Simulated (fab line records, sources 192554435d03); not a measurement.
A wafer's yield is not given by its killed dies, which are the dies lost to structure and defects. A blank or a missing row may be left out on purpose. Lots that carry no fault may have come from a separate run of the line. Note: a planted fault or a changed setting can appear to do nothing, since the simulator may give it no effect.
The tool behind it: which one?    flow n5_finfet    9 lots with 25 wafers sampled at 6 steps, on a route of 1938 steps

== WHAT THE GAUGES SHOWED, per wafer ==
N5_BEOL_M3_OCD_MEAS_38. Usual: trench_depth_nm 55.3 nm, standard deviation 0.85.
lot   measured      on      trench_depth_nm (nm)  flag
L346  day 8 01:20   ocd-02  54.9 57.3 56.7        
L348  day 8 06:46   ocd-02  54.6 55.6 55.7        
L350  day 8 16:04   ocd-02  54.6 53.7 55.0        
L356  day 10 12:43  ocd-01  54.7 76.1             OFF
L361  day 11 22:11  ocd-02  55.3 54.5 54.1        
L362  day 11 21:43  ocd-02  55.2 54.1             
L363  day 12 13:11  ocd-02  54.4 56.4 56.2        
L364  day 12 17:15  ocd-01  55.7 55.8 55.8        
L366  day 12 18:51  ocd-01  56.0 55.1 54.4        

N5_BEOL_M4_RC_MEAS_101. Usual: DIBL_N 37.1 mV/V, standard deviation 1.9; DIBL_P 37.2 mV/V, standard deviation 2.3; IOFF_N 0.18 nA/um, standard deviation 0.04; IOFF_P 0.23 nA/um, standard deviation 0.044; ION_N 682 uA/um, standard deviation 11; ION_P 468 uA/um, standard deviation 8.6; SS_N 71.9 mV/dec, standard deviation 0.68; SS_P 73.5 mV/dec, standard deviation 0.74; VT_N 248 mV, standard deviation 3.4; VT_P -248 mV, standard deviation 3.4.
lot   measured      on         DIBL_N (mV/V)   DIBL_P (mV/V)   IOFF_N (nA/um)  IOFF_P (nA/um)  ION_N (uA/um)  ION_P (uA/um)  SS_N (mV/dec)   SS_P (mV/dec)   VT_N (mV)    VT_P (mV)       flag
L346  day 8 19:58   prober-02  38.1 35.6 35.8  37.6 34.7 34.2  0.21 0.15 0.16  0.31 0.24 0.24  687 673 680    479 473 473    72.3 71.4 70.9  74.1 73.8 73.1  246 248 247  -240 -245 -246  
L348  day 9 00:59   prober-01  40.9 38.7 39.4  38.9 35.7 37.6  0.24 0.19 0.19  0.29 0.22 0.25  696 677 678    474 460 463    72.2 71.5 71.9  73.9 72.8 73.9  242 246 248  -246 -248 -248  
L350  day 9 06:25   prober-02  32.9 35.6 34.9  33.4 35.8 34.8  0.11 0.16 0.15  0.16 0.19 0.17  660 679 670    455 461 460    70.7 71.8 72.0  72.0 72.5 72.5  254 248 249  -254 -252 -254  
L356  day 11 02:50  prober-01  39.1 37.9       38.0 37.9       0.21 0.20       0.27 0.28       678 696        468 480        71.9 71.8       73.6 73.4       245 245      -246 -246       
L361  day 12 16:45  prober-01  38.3 40.2 40.9  37.5 38.8 40.6  0.19 0.24 0.25  0.26 0.30 0.33  698 688 693    484 465 476    71.2 72.5 72.6  74.0 74.3 73.9  245 244 244  -244 -245 -244  
L362  day 12 12:32  prober-01  36.9 37.8       35.7 35.7       0.17 0.19       0.18 0.19       666 670        444 452        73.2 73.0       73.4 73.2       250 251      -256 -253       
L363  day 13 04:58  prober-01  37.6 37.4 41.7  40.2 39.5 43.6  0.21 0.19 0.32  0.29 0.26 0.37  688 681 699    473 464 477    72.1 71.8 73.5  74.6 74.0 75.8  246 247 240  -246 -246 -244  
L364  day 13 07:31  prober-02  35.7 40.3 36.5  36.0 39.2 36.0  0.16 0.23 0.16  0.20 0.24 0.20  685 684 685    469 461 468    70.9 72.7 71.6  73.0 74.4 73.3  248 245 249  -250 -252 -253  
L366  day 13 09:58  prober-02  36.4 36.8 37.0  36.7 36.7 37.2  0.17 0.17 0.18  0.21 0.22 0.23  672 671 675    459 454 460    71.2 72.2 71.9  73.0 73.5 73.8  248 248 247  -252 -250 -250  

== EACH LOT AND THE TOOL THAT RAN IT (in order: tool; ch and the chambers of the sampled wafers; start) ==
lot   N5_BEOL_M3_STRIP_19                 N5_BEOL_M3_ETCH_77                  N5_BEOL_M3_TRENCH_ETCH_37           N5_BEOL_M3_SURFACE_TREAT_85
L346  rie_diel-02 ch 1,3, day 7 15:37     rie_diel-02 ch 0,2,3, day 7 16:10   rie_diel-02 ch 0,2, day 8 01:11     pvd_sputter-01, day 8 02:44
L348  rie_diel-02 ch 0,1,2, day 8 03:13   rie_diel-04 ch 1,2,3, day 8 03:58   rie_diel-04 ch 0,1,3, day 8 06:37   pvd_sputter-03, day 8 07:29
L350  rie_diel-04 ch 0,1,2, day 8 13:43   rie_diel-02 ch 0,1,2, day 8 14:16   rie_diel-06 ch 0,2,3, day 8 15:55   pvd_sputter-02, day 8 16:44
L356  rie_diel-06 ch 2,3, day 10 10:35    rie_diel-04 ch 0,2, day 10 11:07    rie_diel-06 ch 2,3, day 10 12:34    pvd_sputter-02, day 10 13:40
L361  rie_diel-06 ch 0,2,3, day 11 12:09  rie_diel-06 ch 0,1,2, day 11 12:50  rie_diel-02 ch 1,2, day 11 22:02    pvd_sputter-02, day 11 22:52
L362  rie_diel-04 ch 2,3, day 11 16:08    rie_diel-06 ch 1,2, day 11 16:41    rie_diel-04 ch 1,2, day 11 21:34    pvd_sputter-02, day 11 22:31
L363  rie_diel-04 ch 0,3, day 12 09:24    rie_diel-04 ch 0,3, day 12 10:08    rie_diel-02 ch 0,1,2, day 12 13:02  pvd_sputter-03, day 12 13:56
L364  rie_diel-06 ch 1,2,3, day 12 14:19  rie_diel-02 ch 0,1,3, day 12 14:59  rie_diel-02 ch 1,3, day 12 17:05    pvd_sputter-02, day 12 18:09
L366  rie_diel-02 ch 1,3, day 12 17:29    rie_diel-06 ch 1,3, day 12 18:06    rie_diel-04 ch 2,3, day 12 18:42    pvd_sputter-03, day 12 19:46
- N5_BEOL_M3_STRIP_19: strips in O2.
- N5_BEOL_M3_ETCH_77: etches underlayer in N2/H2, target depth 6.5 nm, time 5.2 s.
- N5_BEOL_M3_TRENCH_ETCH_37: etches SiOC in C4F6/O2, target depth 55.555 nm, time 29.2 s.
- N5_BEOL_M3_SURFACE_TREAT_85

== WHAT THE TOOLS THEMSELVES READ (means of the sampled wafers that have a number; where no wafer has one, the mark that the record gives instead) ==
N5_BEOL_M3_STRIP_19. Usual: chamber_pressure_mTorr 29.999 mTorr, standard deviation 0.029; drypump_motor_current_A 5.8 A, standard deviation 0.38; oes_product_au 0.80 a.u., standard deviation 0.066; rf_vpp_V 3.7 V, standard deviation 0.47; showerhead_plenum_p_Torr 2.12 Torr, standard deviation 0.088; throttle_valve_pct 16.65 %, standard deviation 0.25.
lot   tool         chamber_pressure_mTorr (mTorr)  drypump_motor_current_A (A)  oes_product_au (a.u.)  rf_vpp_V (V)  showerhead_plenum_p_Torr (Torr)  throttle_valve_pct (%)  flag
L346  rie_diel-02  30.017                          5.8                          0.86                   3.7           2.24                             16.32                   
L348  rie_diel-02  29.978                          5.7                          0.82                   4.0           2.17                             16.82                   
L350  rie_diel-04  30.004                          5.5                          0.82                   3.7           2.05                             16.59                   
L356  rie_diel-06  29.999                          5.8                          0.77                   3.3           2.20                             16.62                   
L361  rie_diel-06  30.004                          5.7                          0.75                   3.6           2.14                             16.74                   
L362  rie_diel-04  29.992                          5.7                          0.82                   3.1           2.07                             16.75                   
L363  rie_diel-04  30.000                          5.9                          0.85                   3.8           2.11                             16.63                   
L364  rie_diel-06  30.001                          5.9                          0.78                   4.1           2.14                             16.57                   
L366  rie_diel-02  30.013                          5.8                          0.82                   3.4           2.23                             16.38                   

N5_BEOL_M3_ETCH_77. Usual: chamber_pressure_mTorr 30.00 mTorr, standard deviation 0.042; drypump_motor_current_A 5.7 A, standard deviation 0.34; etch_rf_on_time_s 5.22 s, standard deviation 0.12; h2_flow_sccm 200.0 sccm, standard deviation 0.64; oes_product_au 0.69 a.u., standard deviation 0.065; rf_fwd_power_W 819.7 W, standard deviation 2.5; rf_vpp_V 524.2 V, standard deviation 2.8; showerhead_plenum_p_Torr 2.54 Torr, standard deviation 0.092; throttle_valve_pct 17.77 %, standard deviation 0.23.
lot   tool         chamber_pressure_mTorr (mTorr)  drypump_motor_current_A (A)  etch_rf_on_time_s (s)  h2_flow_sccm (sccm)  oes_product_au (a.u.)  rf_fwd_power_W (W)  rf_vpp_V (V)  showerhead_plenum_p_Torr (Torr)  throttle_valve_pct (%)  flag
L346  rie_diel-02  29.96                           5.8                          5.19                   200.5                0.68                   819.6               526.4         2.60                             17.80                   
L348  rie_diel-04  30.03                           5.6                          5.16                   200.0                0.69                   819.5               525.0         2.51                             17.85                   
L350  rie_diel-02  30.03                           5.7                          5.18                   200.0                0.70                   820.4               525.8         2.61                             17.99                   
L356  rie_diel-04  30.01                           5.6                          5.10                   199.4                0.74                   819.4               523.0         2.46                             17.73                   
L361  rie_diel-06  30.01                           6.0                          5.30                   199.8                0.67                   820.6               523.2         2.51                             17.69                   
L362  rie_diel-06  29.99                           6.1                          5.29                   199.6                0.70                   820.2               525.0         2.57                             17.57                   
L363  rie_diel-04  29.99                           5.9                          5.11                   199.9                0.75                   820.4               524.5         2.54                             17.78                   
L364  rie_diel-02  29.99                           5.5                          5.19                   200.2                0.68                   819.7               527.6         2.67                             17.72                   
L366  rie_diel-06  30.00                           5.8                          5.26                   200.7                0.65                   818.9               525.0         2.58                             17.74                   

N5_BEOL_M3_TRENCH_ETCH_37. Usual: for chamber_pressure_mTorr, 29.999 mTorr with a standard deviation of 0.026; for drypump_motor_current_A, 5.7 A with a standard deviation of 0.38; for oes_product_au, 0.81 a.u. with a standard deviation of 0.067; for rf_fwd_power_W, 348.8 W with a standard deviation of 1.8; for rf_vpp_V, 662 V with a standard deviation of 8.8; for showerhead_plenum_p_Torr, 2.87 Torr with a standard deviation of 0.11; for throttle_valve_pct, 20.80 % with a standard deviation of 0.27.
lot   tool         chamber_pressure_mTorr (mTorr)  drypump_motor_current_A (A)  oes_product_au (a.u.)  rf_fwd_power_W (W)  rf_vpp_V (V)  showerhead_plenum_p_Torr (Torr)  throttle_valve_pct (%)  flag
L346  rie_diel-02  30.014                          5.6                          0.77                   347.9               664           2.91                             21.18                   
L348  rie_diel-04  29.978                          5.7                          0.85                   348.2               665           2.83                             20.75                   
L350  rie_diel-06  30.001                          5.7                          0.76                   348.5               671           2.87                             20.72                   
L356  rie_diel-06  30.030                          5.8                          0.88                   347.4               674           2.96                             20.68                   
L361  rie_diel-02  30.022                          6.2                          0.79                   350.3               654           2.82                             20.96                   
L362  rie_diel-04  30.023                          5.4                          0.74                   348.6               664           2.78                             20.96                   
L363  rie_diel-02  30.029                          5.7                          0.78                   349.1               659           2.90                             21.01                   
L364  rie_diel-02  29.996                          5.8                          0.82                   348.6               659           3.00                             20.52                   
L366  rie_diel-04  30.015                          5.6                          0.81                   349.8               654           2.78                             20.94                   

== THE ANSWER, worked out from the rows above alone ==
Rule: a lot counts as off when the mean over its wafers that have a number is more than 3 standard deviations away from the usual mean. Also off: a lot with no number at a reading for which 4 or more lots have one. The other lots that the step has rows for count as sound. Order of review: gauges by route order, followed by the tools' own readings, for which a lot's mean as printed above is used. The first step at which some lot is off is used, and at that step the reading that is off furthest; a lot without a number counts as furthest.
Off, at N5_BEOL_M3_OCD_MEAS_38 on trench_depth_nm: L356.
A tool fits if, at a process step before that reading, it ran every lot that is off, and no sound lot after the first of them. The gauges at N5_BEOL_M3_OCD_MEAS_38 are tried like those tools. One fits: rie_diel-06 at N5_BEOL_M3_TRENCH_ETCH_37. A fault onset in the window from L350 (day 8 15:55, its last sound lot) to L356 (day 10 12:34, its first lot off) fits.

== WHAT HAD BEEN PUT IN BY THE SIMULATOR ==
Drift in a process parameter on rie_diel-06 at N5_BEOL_M3_TRENCH_ETCH_37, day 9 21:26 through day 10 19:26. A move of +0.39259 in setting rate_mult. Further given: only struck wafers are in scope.
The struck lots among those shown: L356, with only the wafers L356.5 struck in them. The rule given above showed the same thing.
